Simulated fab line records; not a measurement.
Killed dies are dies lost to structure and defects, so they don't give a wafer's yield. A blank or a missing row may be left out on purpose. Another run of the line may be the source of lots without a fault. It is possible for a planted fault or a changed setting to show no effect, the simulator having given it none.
What tool caused it? :: flow nand-harc :: 11 lots with 33 wafers sampled at 2 steps, on a route of 1302 steps

== WHAT THE GAUGES READ, wafer by wafer ==
NHARC_P_M0_CD_MEAS_09 targets a cd of 90 nm.
lot: L867
measured: day 7 02:17
on: cd-sem-01
cd-nm (nm): 88.7 89.6 90.5

lot: L869
measured: day 8 00:50
on: cd-sem-03
cd-nm (nm): 89.8 90.3 89.3

lot: L873
measured: day 9 15:23
on: cd-sem-03
cd-nm (nm): 90.3 89.9 88.9

lot: L874
measured: day 10 10:43
on: cd-sem-03
cd-nm (nm): 104.3 103.9 104.0 103.7 103.4 104.8

lot: L875
measured: day 10 13:16
on: cd-sem-03
cd-nm (nm): 101.5 101.4 101.5 101.9 101.0 101.5

lot: L876
measured: day 11 03:17
on: cd-sem-03
cd-nm (nm): 89.5 89.7 89.3

lot: L877
measured: day 11 12:52
on: cd-sem-03
cd-nm (nm): 99.9 100.4 99.7 99.7 100.0 99.5

lot: L879
measured: day 12 06:11
on: cd-sem-03
cd-nm (nm): 89.5 88.8 89.6

lot: L880
measured: day 12 19:44
on: cd-sem-03
cd-nm (nm): 90.3 89.7 90.0

lot: L882
measured: day 13 15:58
on: cd-sem-02
cd-nm (nm): 89.4 89.2 89.3

lot: L887
measured: day 15 09:48
on: cd-sem-01
cd-nm (nm): 89.0 90.0 89.4

== WHICH TOOL RAN EACH LOT (tool, then ch and the chambers of the sampled wafers, then the start) ==
lot: L867
NHARC_P_M0_EXPOSE_06: arfi-scanner-03 ch 0, day 7 02:08

lot: L869
NHARC_P_M0_EXPOSE_06: arfi-scanner-02 ch 0, day 8 00:42

lot: L873
NHARC_P_M0_EXPOSE_06: arfi-scanner-02 ch 0, day 9 15:14

lot: L874
NHARC_P_M0_EXPOSE_06: arfi-scanner-02 ch 0, day 10 10:34

lot: L875
NHARC_P_M0_EXPOSE_06: arfi-scanner-02 ch 0, day 10 13:08

lot: L876
NHARC_P_M0_EXPOSE_06: arfi-scanner-01 ch 0, day 11 03:10

lot: L877
NHARC_P_M0_EXPOSE_06: arfi-scanner-02 ch 0, day 11 12:43

lot: L879
NHARC_P_M0_EXPOSE_06: arfi-scanner-03 ch 0, day 12 06:02

lot: L880
NHARC_P_M0_EXPOSE_06: arfi-scanner-01 ch 0, day 12 19:35

lot: L882
NHARC_P_M0_EXPOSE_06: arfi-scanner-03 ch 0, day 13 15:49

lot: L887
NHARC_P_M0_EXPOSE_06: arfi-scanner-01 ch 0, day 15 09:40
- NHARC_P_M0_EXPOSE_06: exposes mask P M0, target cd 90 nm.

== THE ANSWER, worked out from the rows above alone ==
Rule: what is usual is taken from the lots themselves. The widest of any qualifying gaps counts: lots, ordered by their means at a reading, are off when they make up no more than a third of the lots, leave a main group of 4 or more, and stand apart from it by 3 or more times the standard deviation of that group's means. A main group is skipped when, at the precision printed for the reading in the tables above, its means are all equal. Also off: a lot with no number at a reading for which 4 or more lots have one. Any other lot the step has rows for is counted as sound.
Off at NHARC_P_M0_CD_MEAS_09 (cd-nm): L874, L875, L877. The main group: mean 89.6 nm, standard deviation 0.23.
If a tool, at a process step before that reading, ran all the lots that are off and no sound lot after the first of them, it fits. The gauges at NHARC_P_M0_CD_MEAS_09 are tried like those tools. One fits: arfi-scanner-02 at NHARC_P_M0_EXPOSE_06. A fault onset in the window from L873 (day 9 15:14, its last sound lot) to L874 (day 10 10:34, its first lot off) fits.

== WHAT WAS PUT IN BY THE SIMULATOR ==
Drift in process parameters on arfi-scanner-02 at NHARC_P_M0_EXPOSE_06, starting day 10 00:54. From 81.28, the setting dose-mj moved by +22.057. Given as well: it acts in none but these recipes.
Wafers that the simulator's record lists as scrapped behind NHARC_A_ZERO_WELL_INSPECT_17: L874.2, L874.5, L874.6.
Struck lots among those shown: L874, L875, L877. The same result came from the rule above.
